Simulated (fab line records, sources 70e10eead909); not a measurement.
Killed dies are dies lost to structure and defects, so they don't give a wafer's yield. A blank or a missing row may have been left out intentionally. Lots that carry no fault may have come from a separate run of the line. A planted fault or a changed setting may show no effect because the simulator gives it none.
Code-filled problem report in 8D (eight disciplines) form + flow nand harc + the parts of the form that need people (team, actions taken, sign-off) are left out

## 1. WHAT WENT WRONG
Wafers without a fault read 348.6 W, standard deviation 1; rf fwd power W at NHARC_A_STAIRCASE_DEP_301 reads a mean of 390.4 W on 6 wafers belonging to 2 lots. That puts it +42 standard deviations away from the usual mean.
The step: deposits SiON, target thk 30 nm.
First seen on wafer L457.1, day 22 20:47, on pecvd-04. Wafers with a number at this step in the record: 33, from 11 lots. Rule for "out", or "out of limits": more than 4 standard deviations from the usual mean. Any other wafer with a number is counted as sound.

## 2. WHAT THIS IS AND IS NOT
| question                    | is                     | is not                                                                                 |
|-----------------------------|------------------------|----------------------------------------------------------------------------------------|
| which readings at this step | rf fwd power W         | heater power w                                                                         |
| which lots                  | L456, L457             | L442, L445, L447, L448, L451, L459, L462, L463, L464                                   |
| which wafers of those lots  | all that have a number | -                                                                                      |
| read on which tools         | pecvd-04               | pecvd-01, pecvd-03                                                                     |
| when                        | from day 22 20:47      | up to then (15 sound wafers); but 12 sound wafers of L459, L462, L463, L464 came after |

## 3. THE SUSPECTS, EACH WITH WHAT RULES IT OUT
Counting: a tool at any process step up to the reading remains a suspect when it ran all the lots that are out and ran no sound lot after the first of those.
- pecvd-04 at NHARC_A_STAIRCASE_DEP_301 (deposits SiON, target thk 30 nm): kept. It processed each lot that is out, first L457 at day 22 20:47, and no sound lot thereafter; up to then, the last sound lot it processed was L451 at day 20 18:48. Out on those wafers are its own readings of rf fwd power W.
After counting, what remains is pecvd-04 at NHARC_A_STAIRCASE_DEP_301.

## 4. THE CAUSE (what the simulator had put in)
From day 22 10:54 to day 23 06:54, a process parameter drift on pecvd-04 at NHARC_A_STAIRCASE_DEP_301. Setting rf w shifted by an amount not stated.
After counting, this tool was the only one left.

## 5. SEQUENCE OF EFFECTS, ordered by route
Each row: a reading whose mean over the struck wafers that have a number lies more than 3 standard deviations from the usual. Only readings whose record carries a usual standard deviation are examined. hours: median over the lots of the time between each lot's start at the first step of this table that gives one and its start at this step. sigmas: the change, counted in usual standard deviations.
| hours | step                      | reading        | usual   | on struck wafers | change | sigmas |
|-------|---------------------------|----------------|---------|------------------|--------|--------|
| 0     | NHARC_A_STAIRCASE_DEP_301 | rf fwd power W | 348.6 W | 390.4            | +41.8  | +42    |
The process steps in it:
- NHARC_A_STAIRCASE_DEP_301: deposits SiON, target thk 30 nm.

## 6. WHAT WOULD HAVE CAUGHT IT SOONER
The fault began at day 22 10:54; the first out-of-limits reading in this record came at day 22 20:47, 10 hours later.
